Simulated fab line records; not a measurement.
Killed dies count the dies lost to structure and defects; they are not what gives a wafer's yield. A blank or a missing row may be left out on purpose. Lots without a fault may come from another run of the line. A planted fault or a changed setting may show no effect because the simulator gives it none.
Split-lot experiment | flow n5Finfet | 7 lots, 21 wafers read, on a route of 1938 steps

THE SPLIT
At N5_BEOL_M4_DESCUM_33 (chemistry O2, time 7 s), the setting timeS was moved away from the recipe's 7 s on 2 of the 21 wafers read, by -19.0% to -14.4%. For the rest of the wafers, this setting stayed at what the recipe calls for.

FROM THE SPLIT TO THE READING: what the file shows between them, 3 steps
- N5_BEOL_M4_ETCH_77: etches underlayer in N2/H2, target depth 6.5 nm, time 5.2 s
- N5_BEOL_M4_ETCH_69: etches SiARC in CF4, target depth 15.6 nm, time 26 s
- N5_BEOL_M4_ALD_98: deposits SiO2, target thk 2.5 nm, pulse time 1 s, co reactant pulse time 1 s

THE READING
CAR-EUV_of_BEOL_M4_COAT_22.thkNm (the simulator's own value, which no gauge read), in nm, at N5_BEOL_M4_ETCHBACK_99 (etches SiO2 in CHF3, target depth 5 nm, time 10.4 s). There is no usual value for it anywhere in the file. Average 10.4 nm, standard deviation 0.079 nm, over the 19 wafers here run with the recipe.

wafer  | tool, chamber at the split | timeS as run, s | against the recipe | CAR-EUV_of_BEOL_M4_COAT_22.thkNm, nm | against lot-mates on the recipe
L075.2 | rieDiel-02, 2,0,2          | 7               | recipe             | 10.4                                 | -
L075.3 | rieDiel-02, 2,0,2          | 7               | recipe             | 10.4                                 | -
L075.6 | rieDiel-02, 2,0,2          | 7               | recipe             | 10.4                                 | -
L083.1 | rieDiel-03, 0              | 7               | recipe             | 10.4                                 | -
L083.5 | rieDiel-03, 0              | 7               | recipe             | 10.4                                 | -
L083.4 | rieDiel-03, 2              | 5.673           | -19.0%             | 11                                   | +0.6
L087.2 | rieDiel-06, 2,0,1          | 7               | recipe             | 10.4                                 | -
L087.3 | rieDiel-06, 2,0,1          | 7               | recipe             | 10.4                                 | -
L087.6 | rieDiel-06, 2,0,1          | 7               | recipe             | 10.4                                 | -
L086.3 | rieDiel-06, 3              | 7               | recipe             | 10.4                                 | -
L086.5 | rieDiel-06, 1,2            | 7               | recipe             | 10.6                                 | -
L086.6 | rieDiel-06, 1,2            | 7               | recipe             | 10.6                                 | -
L091.2 | rieDiel-06, 0              | 7               | recipe             | 10.4                                 | -
L091.3 | rieDiel-06, 2              | 7               | recipe             | 10.4                                 | -
L091.5 | rieDiel-06, 2              | 7               | recipe             | 10.4                                 | -
L093.2 | rieDiel-03, 0,2            | 7               | recipe             | 10.2                                 | -
L093.5 | rieDiel-03, 3              | 5.992           | -14.4%             | 10.8                                 | +0.5
L093.6 | rieDiel-03, 0,2            | 7               | recipe             | 10.4                                 | -
L095.2 | rieDiel-03, 3,1,3          | 7               | recipe             | 10.4                                 | -
L095.3 | rieDiel-03, 3,1,3          | 7               | recipe             | 10.4                                 | -
L095.6 | rieDiel-03, 3,1,3          | 7               | recipe             | 10.4                                 | -
The file does not say which wafer passed through which chamber wherever a row lists several chambers: such a row stands for several wafers.

FIT RESULTS
A straight line over all 21 wafers: CAR-EUV_of_BEOL_M4_COAT_22.thkNm changes by -0.0296 nm for each +1% of timeS; r = -0.89; the points scatter about the line by 0.079 nm.
The same after taking each lot's own level away (the mean of its wafers on the recipe; 21 wafers): -0.0328 nm for each +1%; r = -0.96; scatter 0.05 nm.
On that fit, the largest move of timeS shifts the reading by 0.62 nm.
The span of the lots' own levels, 10.30 to 10.53 nm, comes to 3.0 times the standard deviation stated above.
So the lot-to-lot level changes the slope little: the two slopes agree.
Check: +0.658 nm against its lot-mates is what the line predicts for one of the wafers moved furthest among these (-19.0%) when that wafer is left out of the fit. Against them it came out at +0.6 nm.

OTHER SPLITS ON THESE WAFERS
Before the reading, these wafers also passed through other splits. Each is held against what the fit with the lots' levels taken away leaves over:
other split on the same wafers | wafers away from the commonest value | r with CAR-EUV_of_BEOL_M4_COAT_22.thkNm (lot level and that fit taken away)
N5_BEOL_M2_DESCUM_33 timeS     | 8                                    | +0.05
N5_BEOL_M2_ALD_98 aldCycles    | 9                                    | -0.12
N5_BEOL_M3_COAT_67 spinRpm     | 7                                    | -0.22
N5_BEOL_M3_EXPOSE_25 doseMj    | 11                                   | +0.19
N5_BEOL_M4_EXPOSE_25 doseMj    | 7                                    | -0.08

THE WHOLE CHAIN: every reading that the file lists as answering this split, in the file's order
step                   | what it does                                        | reading                                                                           | change (the file's fit)                | r (the file's)
N5_BEOL_M4_DESCUM_33   | chemistry O2, time 7 s                              | CAR-EUV_of_BEOL_M4_COAT_22.thkNm (the simulator's own value, which no gauge read) | -0.0369 nm for each +1% of the setting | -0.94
N5_BEOL_M4_ETCHBACK_99 | etches SiO2 in CHF3, target depth 5 nm, time 10.4 s | CAR-EUV_of_BEOL_M4_COAT_22.thkNm (the simulator's own value, which no gauge read) | -0.0328 nm for each +1% of the setting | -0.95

THE FILE'S OWN FIT
CAR-EUV_of_BEOL_M4_COAT_22.thkNm changes by -0.0328 nm for each +1% of timeS, r = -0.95.
